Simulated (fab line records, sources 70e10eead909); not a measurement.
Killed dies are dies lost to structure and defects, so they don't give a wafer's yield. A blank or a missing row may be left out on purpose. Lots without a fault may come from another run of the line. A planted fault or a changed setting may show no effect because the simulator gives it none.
fab line records | flow nand_harc
record lots=5 wafers=15 last_day=28
route steps=1159 shown P_CONTACT@248 P_M0@253 END@1159
lots that met no fault: from a run of the same line without faults
start_h: hours from the record's first day to the start of the lot's first wafer shown | wait_h: hours since the lot's step before | " the same as in the row above | L1.1+2: a row that stands for several wafers | - no value, or no start given | * or withheld: withheld | < > ~ a bound
route shown NAME@n: a module of which the file shows steps, and the number in the route of the first | usual: mean/standard deviation of fault-free wafers | same: alike in all rows | chamber/n: place in a boat | sites: the reading at each site | _std_site: their standard deviation | _edge_site: outer sites' mean less inner sites' | radius_mm: how far each site lies from the wafer's centre | mask NAME#n: copy n | behind: the tool/chamber that last shaped the wafer | hold: why the lot was held/for how many hours/how that ended | device: the transistor (n, p or np) that didn't switch | end of line: the same wafers' tests at the end of the route | a step without rows: its recipe alone | killed: dies lost to structure and defects at the first sort, not the wafer's yield | map: a wafer's dies, x killed, . not, _ none there
set.NAME: the setting as run; set.NAME@STEP: as run at that earlier step | model.NAME: the simulator's own value behind a step, which no gauge read
lots at some steps of the route; a table a step, a row a wafer
services: from which hour (start_h, from the record's first day; less than 0 if before it) a tool's chamber was out of use, for how many hours, and why
## steps
# step NHARC_P_CONTACT_CVD_23
# recipe target_thk_a=2000 temp_c=300 pressure_torr=40 wf6_flow_sccm=40 h2_flow_sccm=1600 ar_flow_sccm=1560 time_s=557 material=W
# usual heater_power_w=456/68 mfc_wf6_sccm=39.98/0.13 throttle_valve_pct=7.87/0.19
# columns lot.wafer tool chamber start_h wait_h heater_power_w mfc_wf6_sccm since_wet_clean_h throttle_valve_pct
L684.1 cvd_w-02 1 - - 531 40.26 168 7.81
L684.4 " 1 " " 550 39.99 - 8.04
L684.6 " 1 " " 540 40.27 - 7.80
L689.3 cvd_w-02 1 - - 517 39.72 - 7.47
L689.6 " 1 " " 515 39.97 - 7.72
L689.5 " 0 " " 430 39.80 - 7.54
L692.2 cvd_w-01 1 - - 365 39.82 90 7.77
L692.4 " 1 " " 367 40.10 - 7.94
L692.3 " 0 " " 505 40.01 - 8.01
L694.4 cvd_w-01 0 - - 526 40.26 - 7.92
L694.3 " 1 " " 356 39.73 - 7.86
L694.5 " 0 " " 518 40.07 - 8.01
L698.4 cvd_w-01 1 - - 373 39.84 - 7.91
L698.3 " 0 " " 520 40.06 - 8.17
L698.5 " 0 " " 506 40.14 - 7.94
# step NHARC_P_CONTACT_CMP_24
# recipe t_overpolish_s=30 target_thk_nm=200
# usual motor_current_A=12.1/1.2 overpolish_run_s=30.000/0.0081 retaining_ring_pressure_frac=1.000/0.0047 time_to_endpoint_s=40.6/2.6
# columns lot.wafer tool chamber start_h wait_h motor_current_A overpolish_run_s retaining_ring_pressure_frac time_to_endpoint_s
L684.1 cmp-04 3 195.42 0.5 12.4 30.000 1.003 38.6
L684.4 " 1 " " 11.9 30.014 0.990 44.0
L684.6 " 3 " " 11.9 29.991 0.997 40.9
L689.3 cmp-01 1 209.03 0.5 12.7 29.996 0.992 40.0
L689.6 " 2 " " 11.1 30.007 0.996 40.5
L689.5 " 3 " " 13.2 30.012 0.994 40.9
L692.2 cmp-01 2 216.67 0.6 11.6 30.000 0.996 39.3
L692.4 " 3 " " 13.3 30.008 0.993 38.1
L692.3 " 0 " " 12.3 30.001 1.000 38.2
L694.4 cmp-03 0 225.51 0.4 9.7 30.006 1.005 43.4
L694.3 " 1 " " 10.6 30.011 1.004 39.2
L694.5 " 0 " " 9.3 30.000 0.999 43.5
L698.3 cmp-04 3 245.85 0.3 11.8 30.003 1.010 36.5
L698.4 " 0 " " 11.8 29.989 1.007 41.8
L698.5 " 1 " " 11.7 29.990 1.003 42.8
# step NHARC_P_CONTACT_SRD_26
# step NHARC_P_CONTACT_INSPECT_27
# usual raw_defect_count=275/90
# columns lot.wafer tool chamber start_h wait_h raw_defect_count
L684.1 defect_inspect-02 - 195.82 0.1 203
L684.4 " - " " 333
L684.6 " - " " 221
L689.3 defect_inspect-01 - 209.36 0.1 173
L689.5 " - " " 339
L689.6 " - " " 258
L692.2 defect_inspect-02 - 217.10 0.1 245
L692.3 " - " " 335
L692.4 " - " " 354
L694.3 defect_inspect-02 - 225.92 0.1 312
L694.4 " - " " 206
L694.5 " - " " 223
L698.3 defect_inspect-01 - 246.20 0.1 256
L698.4 " - " " 362
L698.5 " - " " 271
# step NHARC_P_M0_DEP_00
# recipe target_thk_a=1500 target_thk_nm=150 temp_c=withheld pressure_torr=5 flow_sccm=200 rf_w=600 material=SiOC
# step NHARC_P_M0_DEHYDRATE_01
# recipe temp_c=150 time_s=120
# step NHARC_P_M0_HMDS_02
# recipe time_s=30
# step NHARC_P_M0_COAT_33
# recipe temp_c=200 time_s=65
# step NHARC_P_M0_COAT_03
# recipe spin_rpm=1500 resist_thk_nm=90
# step NHARC_P_M0_SOFTBAKE_04
# recipe temp_c=105 time_s=55
# step NHARC_P_M0_EBR_05
# step NHARC_P_M0_EXPOSE_06
# recipe na=1.35 target_cd_nm=90 dose_mj=81.28 mask_id=P_M0
# usual exposure_dose_mJ_cm2=81.27/0.075
# columns lot.wafer tool chamber start_h wait_h mask exposure_dose_mJ_cm2
L684.1 arfi_scanner-03 0 196.60 - P_M0#0 81.23
L684.4 " 0 " " P_M0#0 81.18
L684.6 " 0 " " P_M0#0 81.19
L689.3 arfi_scanner-01 0 210.13 - P_M0#0 81.20
L689.5 " 0 " " P_M0#0 81.22
L689.6 " 0 " " P_M0#0 81.22
L692.2 arfi_scanner-01 0 217.86 - P_M0#0 81.69
L692.3 " 0 " " P_M0#0 81.76
L692.4 " 0 " " P_M0#0 81.69
L694.3 arfi_scanner-02 0 226.69 - P_M0#0 81.29
L694.4 " 0 " " P_M0#0 81.24
L694.5 " 0 " " P_M0#0 81.16
L698.3 arfi_scanner-02 0 246.84 - P_M0#0 81.21
L698.4 " 0 " " P_M0#0 81.26
L698.5 " 0 " " P_M0#0 81.29
# step NHARC_P_M0_PEB_07
# recipe peb_temp_c=100 peb_time_s=65
# step NHARC_P_M0_DEVELOP_08
# recipe develop_time_s=35 dev_temp_c=23
# step NHARC_P_M0_CD_MEAS_09
# recipe target_cd_nm=90 landing_energy_ev=500
# usual cd_nm=90.0/0.53
# same landing_energy_ev=500
# columns lot.wafer tool chamber start_h wait_h cd_nm
L684.1 cd_sem-02 0 196.74 - 89.6
L684.4 " 0 " " 89.2
L684.6 " 0 " " 89.7
L689.3 cd_sem-02 0 210.27 - 90.7
L689.5 " 0 " " 90.1
L689.6 " 0 " " 90.5
L692.2 cd_sem-01 0 218.00 - 89.9
L692.3 " 0 " " 88.2
L692.4 " 0 " " 89.5
L694.3 cd_sem-01 0 226.83 - 90.3
L694.4 " 0 " " 90.1
L694.5 " 0 " " 90.9
L698.3 cd_sem-02 0 246.98 - 90.0
L698.4 " 0 " " 89.1
L698.5 " 0 " " 89.7
# step NHARC_P_M0_OVL_MEAS_10
# recipe pitch_nm=180
# usual overlay_x_nm=-0.3/0.86 overlay_y_nm=0.2/0.72
# columns lot.wafer tool chamber start_h wait_h overlay_x_nm overlay_y_nm
L684.1 overlay-02 - 196.83 - -1.9 1.0
L684.4 " - " " -1.7 0.7
L684.6 " - " " -2.5 1.2
L689.3 overlay-01 - 210.35 - 0.6 0.3
L689.5 " - " " 0.7 -0.1
L689.6 " - " " 0.5 0.5
L692.2 overlay-01 - 218.08 - 1.2 1.0
L692.3 " - " " 0.6 1.1
L692.4 " - " " 1.4 0.7
L694.3 overlay-02 - 226.91 - 0.4 0.1
L694.4 " - " " 0.9 0.2
L694.5 " - " " 0.3 0.8
L698.3 overlay-01 - 247.06 - 0.2 -0.1
L698.4 " - " " 0.2 -0.4
L698.5 " - " " 0.1 0.4
# step NHARC_P_M0_INSPECT_11
# usual raw_defect_count=3.7/2.3
# columns lot.wafer tool chamber start_h wait_h raw_defect_count
L684.1 defect_inspect-02 - 196.86 0.0 4
L684.4 " - " " 3
L684.6 " - " " 4
L689.3 defect_inspect-01 - 210.39 0.0 5
L689.5 " - " " 3
L689.6 " - " " 6
L692.2 defect_inspect-01 - 218.13 0.1 5
L692.3 " - " " 8
L692.4 " - " " 10
L694.3 defect_inspect-01 - 226.95 0.0 2
L694.4 " - " " 4
L694.5 " - " " 3
L698.3 defect_inspect-01 - 247.10 0.0 4
L698.4 " - " " 5
L698.5 " - " " 5
# step NHARC_P_M0_DESCUM_14
# recipe time_s=3 o2_flow_sccm=200 ar_flow_sccm=0 bias_power_w=0 chemistry=O2
# usual drypump_motor_current_A=5.6/0.57 oes_product_au=0.997/0.011 rf_vpp_V=57.9/0.86 showerhead_plenum_p_Torr=1.93/0.079 throttle_valve_pct=11.312/0.0086
# columns lot.wafer tool chamber start_h wait_h drypump_motor_current_A oes_product_au rf_hours_counter_h rf_vpp_V showerhead_plenum_p_Torr throttle_valve_pct model.P_M0.cd_nm
L684.1 rie_diel-03 3 196.92 0.1 5.0 1.001 7.7 58.6 1.82 11.320 89.73
L684.4 " 2 " " 6.8 0.981 10.7 58.3 2.03 11.326 88.71
L684.6 " 0 " " 4.7 0.989 - 57.9 2.03 11.315 89.89
L689.3 rie_diel-08 0 210.46 0.1 5.5 0.989 4.4 57.7 1.95 11.311 90.62
L689.6 " 2 " " 5.8 1.000 - 57.7 1.85 11.289 90.52
L689.5 " 3 " " 5.9 1.010 - 56.2 1.88 11.304 90.09
L692.2 rie_diel-09 2 218.20 0.1 5.2 0.986 7.1 58.0 1.95 11.318 89.85
L692.3 " 3 " " 5.0 1.001 7.5 58.6 1.88 11.312 87.92
L692.4 " 0 " " 6.2 1.005 7.5 57.8 1.87 11.323 89.89
L694.3 rie_diel-08 0 227.01 0.1 5.5 0.984 6.2 58.2 1.95 11.311 89.79
L694.4 " 3 " " 5.8 1.003 7.5 57.5 1.88 11.309 89.85
L694.5 " 1 " " 5.4 0.991 - 57.8 2.03 11.312 91.29
L698.4 rie_diel-08 3 247.18 0.1 5.8 0.988 9.0 57.4 1.88 11.316 88.93
L698.3 " 0 " " 5.5 0.990 7.8 58.5 1.95 11.313 89.49
L698.5 " 2 " " 5.9 0.991 - 59.7 1.85 11.304 89.79
# step NHARC_P_M0_ETCH_34
# recipe target_depth_a=400 overetch_a=120 time_s=43.94 ion_energy_ev=200 n2_flow_sccm=150 h2_flow_sccm=150 ar_flow_sccm=0 rf_w=400 bias_w=150 chemistry=N2/H2
# usual drypump_motor_current_A=5.7/0.57 oes_product_au=0.998/0.011 rf_vpp_V=431.0/2.4 showerhead_plenum_p_Torr=2.06/0.084 throttle_valve_pct=14.171/0.008
# columns lot.wafer tool chamber start_h wait_h drypump_motor_current_A oes_product_au rf_hours_counter_h rf_vpp_V showerhead_plenum_p_Torr throttle_valve_pct
L684.4 rie_diel-03 3 197.01 0.1 5.0 1.010 7.7 429.1 1.94 14.156
L684.1 " 0 " " 4.7 0.999 10.6 434.9 2.17 14.175
L684.6 " 2 " " 6.8 0.990 - 433.2 2.16 14.172
L689.3 rie_diel-08 1 210.54 0.1 5.3 1.003 5.5 433.0 2.16 14.170
L689.5 " 3 " " 5.9 1.015 - 430.0 2.00 14.170
L689.6 " 0 " " 5.5 0.997 - 431.6 2.08 14.158
L692.4 rie_diel-09 2 218.28 0.1 5.3 0.978 7.1 432.1 2.08 14.174
L692.2 " 3 " " 5.0 1.006 7.5 428.3 2.00 14.173
L692.3 " 1 " " 6.3 0.992 7.1 435.7 2.17 14.182
L694.3 rie_diel-08 2 227.10 0.1 5.9 0.993 8.5 429.1 1.97 14.182
L694.4 " 3 " " 5.9 0.997 7.5 429.8 2.00 14.154
L694.5 " 2 " " 5.8 0.988 - 429.0 1.97 14.166
L698.3 rie_diel-08 0 247.25 0.1 5.5 0.991 7.8 429.7 2.08 14.167
L698.4 " 1 " " 5.3 1.005 9.2 434.4 2.16 14.191
L698.5 " 0 " " 5.4 0.999 - 431.4 2.08 14.176
# step NHARC_P_M0_ETCH_15
# recipe target_depth_a=1500 overetch_a=150 time_s=82.5 c4f8_flow_sccm=withheld ar_flow_sccm=400 rf_w=600 bias_w=300 chemistry=C4F8/Ar
# usual oes_product_au=0.953/0.023 rf_vpp_V=441.2/2.6
# columns lot.wafer tool chamber start_h wait_h oes_product_au rf_hours_counter_h rf_vpp_V model.P_M0.cd_nm
L684.1 rie_diel-03 3 - - 0.942 7.8 437.0 89.25
L684.4 " 0 " " 0.923 10.6 445.3 88.9
L684.6 " 3 " " 0.934 - 437.1 89.75
L689.3 rie_diel-08 3 - - 0.977 5.5 440.0 90.43
L689.5 " 3 " " 0.975 - 439.1 89.8
L689.6 " 0 " " 0.967 - 442.4 91.06
L692.3 rie_diel-09 2 - - 0.904 7.1 440.5 87.73
L692.2 " 0 " " 0.920 7.5 439.4 90.02
L692.4 " 1 " " 0.906 7.1 444.7 90.07
L694.3 rie_diel-08 0 - - 0.959 6.3 442.0 90.32
L694.4 " 2 " " 0.987 8.5 438.4 89.53
L694.5 " 1 " " 0.944 - 444.5 91.82
L698.4 rie_diel-08 3 - - 0.966 9.1 439.1 88.59
L698.3 " 1 " " 0.954 9.2 443.4 89.61
L698.5 " 3 " " 0.972 - 440.6 89.98
# step NHARC_P_M0_CD_MEAS_16
# usual cd_nm=90.0/0.75
# columns lot.wafer tool chamber start_h wait_h cd_nm
L684.1 cd_sem-02 - 197.22 - 89.6
L684.4 " - " " 88.8
L684.6 " - " " 90.0
L689.3 cd_sem-01 - 210.75 - 90.5
L689.5 " - " " 90.0
L689.6 " - " " 90.9
L692.2 cd_sem-01 - 218.50 - 90.1
L692.3 " - " " 87.8
L692.4 " - " " 89.8
L694.3 cd_sem-03 - 227.31 - 90.3
L694.4 " - " " 89.6
L694.5 " - " " 92.0
L698.3 cd_sem-02 - 247.47 - 89.6
L698.4 " - " " 88.3
L698.5 " - " " 90.0
# step NHARC_END_SORT_01
# recipe temp_c=25
# usual defect_limited_yield=95.1/1.7 killed_at_array=29/11 killed_at_other=0.5/0.85 killed_at_periphery=3.0/2.3 killed_dies=33/12 killed_open=3.3/1.9 killed_short=2.0/1.5 sort_bin_2_pct=1.5/0.66 sort_bin_3_pct=0.25/0.21 sort_bin_4_pct=3.1/1.2 sort_n_pass=644/12 sort_rim_yield_pct=96.7/2 sort_yield_pct=95.1/1.7
# same gross_dies=677 sort_bin_5_pct[%]=0 sort_bin_6_pct[%]=0 sort_bin_7_pct[%]=0 sort_bin_8_pct[%]=0 sort_rim_n_gross=106.00
# columns lot.wafer tool chamber start_h wait_h defect_limited_yield[%] killed_at_array killed_at_other killed_at_periphery killed_dies killed_open killed_short sort_bin_2_pct[%] sort_bin_3_pct[%] sort_bin_4_pct[%] sort_n_pass sort_rim_yield_pct[%] sort_yield_pct[%]
L684.1 prober-01 0 610.93 2.5 96.6 21 0 2 23 3 3 1.0 0.44 1.9 654 98.1 96.6
L684.4 prober-01 0 613.27 3.3 94.2 34 2 3 39 3 3 1.9 0.15 3.7 638 98.1 94.2
L684.6 prober-01 0 614.83 3.9 94.7 29 1 6 36 7 3 1.6 0.15 3.5 641 97.2 94.7
L689.3 prober-01 0 620.26 3.1 95.3 27 1 4 32 2 2 1.6 0.59 2.5 645 98.1 95.3
L689.5 prober-01 0 621.87 3.7 94.1 38 1 1 40 2 2 1.8 0.89 3.2 637 96.2 94.1
L689.6 prober-01 0 622.67 4.0 95.3 30 0 2 32 0 2 1.9 0.15 2.7 645 99.1 95.3
L692.2 prober-01 0 635.19 2.8 94.5 33 0 4 37 1 3 1.8 0.15 3.5 640 96.2 94.5
L692.3 prober-01 0 635.98 3.1 94.7 27 0 9 36 4 5 1.2 0.15 4.0 641 96.2 94.7
L692.4 prober-01 0 636.76 3.4 93.9 34 0 7 41 2 0 1.8 0.15 4.1 636 98.1 93.9
L698.3 prober-02 0 663.66 3.1 97.0 18 0 2 20 4 1 1.2 0.30 1.5 657 98.1 97.0
L698.4 prober-02 0 664.45 3.4 96.9 20 0 1 21 2 0 0.6 0.30 2.2 656 97.2 96.9
L698.5 prober-02 0 665.24 3.7 97.2 16 0 3 19 7 1 0.9 0 1.9 658 99.1 97.2
# killed by level:class
L684.1 A_CHANNEL_HOLE_D1:chamber_film_flake=11 A_STAIRCASE:chamber_film_flake=2 A_WL_FILL:geometric_particle:short=1 P_M0:geometric_particle:open=1 A_ONON_D1:geometric_particle:short=1 A_CHANNEL_HOLE_D1:geometric_particle:short=1 A_CHANNEL_FILL_D1:geometric_particle:open=1 A_CONTACT:geometric_particle:open=1
L684.4 A_CHANNEL_HOLE_D1:chamber_film_flake=23 A_WL_FILL:geometric_particle:short=2 A_CHANNEL_FILL_D1:chamber_film_flake=2 A_STAIRCASE:chamber_film_flake=2 A_WL_FILL:chamber_film_flake=2 P_M0:geometric_particle:open=1 A_WL_FILL:geometric_particle:open=1 A_BLC:geometric_particle:open=1
L684.6 A_CHANNEL_HOLE_D1:chamber_film_flake=17 A_CONTACT:geometric_particle:open=3 P_CONTACT:geometric_particle:open=2 A_CHANNEL_FILL_D1:chamber_film_flake=2 A_STAIRCASE:chamber_film_flake=2 A_CONTACT:chamber_film_flake=2 P_CONTACT:geometric_particle:short=1 P_M2:geometric_particle:short=1
L689.3 A_SLIT:chamber_film_flake=12 A_CHANNEL_HOLE_D1:chamber_film_flake=8 A_M0:chamber_film_flake=3 P_STI:chamber_film_flake=2 P_CONTACT:geometric_particle:open=1 A_ONON_D1:geometric_particle:short=1 A_CONTACT:geometric_particle:open=1 P_ZERO_WELL:chamber_film_flake=1
L689.5 A_SLIT:chamber_film_flake=14 A_CHANNEL_HOLE_D1:chamber_film_flake=11 A_M0:chamber_film_flake=4 A_ZERO_WELL:chamber_film_flake=2 A_STAIRCASE:chamber_film_flake=2 A_CHANNEL_HOLE_D1:geometric_particle:short=1 A_WL_FILL:geometric_particle:short=1 A_WL_FILL:geometric_particle:open=1
L689.6 A_SLIT:chamber_film_flake=16 A_CHANNEL_HOLE_D1:chamber_film_flake=8 A_STAIRCASE:chamber_film_flake=2 A_WL_FILL:chamber_film_flake=2 A_CHANNEL_HOLE_D1:geometric_particle:short=1 A_WL_FILL:geometric_particle:short=1 P_STI:chamber_film_flake=1 P_M2:chamber_film_flake=1
L692.2 A_SLIT:chamber_film_flake=15 A_CHANNEL_HOLE_D1:chamber_film_flake=5 A_STAIRCASE:chamber_film_flake=5 P_CONTACT:chamber_film_flake=4 A_CHANNEL_FILL_D1:chamber_film_flake=2 A_CONTACT:chamber_film_flake=2 A_ONON_D1:geometric_particle:short=1 A_CONTACT:geometric_particle:open=1
L692.3 A_SLIT:chamber_film_flake=10 A_CHANNEL_HOLE_D1:chamber_film_flake=4 P_STI:chamber_film_flake=3 P_CONTACT:chamber_film_flake=3 A_CONTACT:chamber_film_flake=3 P_GATE:geometric_particle:short=2 A_STAIRCASE:chamber_film_flake=2 P_M0:geometric_particle:open=1
L692.4 A_SLIT:chamber_film_flake=17 A_CHANNEL_HOLE_D1:chamber_film_flake=8 A_STAIRCASE:chamber_film_flake=7 P_CONTACT:chamber_film_flake=6 P_CONTACT:geometric_particle:open=1 A_SOURCE_PLATE:geometric_particle:open=1 A_CHANNEL_FILL_D1:chamber_film_flake=1
L698.3 A_CHANNEL_HOLE_D1:chamber_film_flake=8 P_M0:geometric_particle:open=2 A_CONTACT:chamber_film_flake=2 A_BLC:geometric_particle:open=2 A_CHANNEL_FILL_D1:chamber_film_flake=2 A_ONON_D1:geometric_particle:short=1 A_ZERO_WELL:chamber_film_flake=1 A_STAIRCASE:chamber_film_flake=1
L698.4 A_CHANNEL_HOLE_D1:chamber_film_flake=8 A_STAIRCASE:chamber_film_flake=4 A_CONTACT:chamber_film_flake=4 A_ONON_D1:geometric_particle:open=1 A_BLC:geometric_particle:open=1 P_ZERO_WELL:chamber_film_flake=1 A_ZERO_WELL:chamber_film_flake=1 A_SLIT:chamber_film_flake=1
L698.5 A_CONTACT:chamber_film_flake=5 A_WL_FILL:geometric_particle:open=2 A_CHANNEL_HOLE_D1:chamber_film_flake=2 P_M0:geometric_particle:open=1 P_M2:geometric_particle:open=1 A_CONTACT:geometric_particle:open=1 A_CONTACT:geometric_particle:short=1 A_BLC:geometric_particle:open=1
## services
# columns tool chamber start_h hours kind
cmp-01 - 179.50 4.0 pm
rie_diel-08 0 182.80 - clean
rie_diel-08 1 182.80 - clean
rie_diel-08 2 182.80 - clean
rie_diel-08 3 182.80 - clean
rie_diel-09 0 184.10 - clean
rie_diel-09 1 184.10 - clean
rie_diel-09 2 184.10 - clean
rie_diel-08 3 187.23 4.9 repair
cvd_w-02 - 195.31 13.0 pm
cmp-04 - 197.70 0.6 repair
arfi_scanner-01 - 198.21 4.0 pm
cmp-04 - 203.14 4.0 pm
cmp-03 - 205.52 5.8 repair
rie_diel-08 0 207.30 - clean
rie_diel-08 1 207.30 - clean
rie_diel-08 2 207.30 - clean
rie_diel-08 3 207.30 - clean
rie_diel-03 - 215.30 9.0 pm
cmp-03 - 224.99 0.2 repair
rie_diel-08 0 231.80 - clean
rie_diel-08 1 231.80 - clean
rie_diel-08 2 231.80 - clean
rie_diel-08 3 231.80 - clean
## key
first_sign step=NHARC_P_M0_EXPOSE_06 reading=exposure_dose_mJ_cm2 direction=up sigmas=5.8 usual=81.27 struck=81.71
effect none on later readings
model_effect step=NHARC_P_M0_DESCUM_14 value=P_M0.cd_nm without=90.9 struck=89.22
model_effect step=NHARC_P_M0_ETCH_15 value=P_M0.cd_nm without=90.95 struck=89.27
met_at NHARC_P_M0_EXPOSE_06
struck_wafers L692.2,L692.3,L692.4
loop_trim step=NHARC_P_M0_EXPOSE_06 setting=dose lots=L692
onset_between 210.13 217.86
fault kind=process_parameter_drift tool=arfi_scanner-01 chamber=- onset_h=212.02 steps=NHARC_P_M0_EXPOSE_06 channel=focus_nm offset=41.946 spread_by_wafer=0.3 shape=step end_h=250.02
# loop_trim: a control loop set the setting to another value than it would have without faults
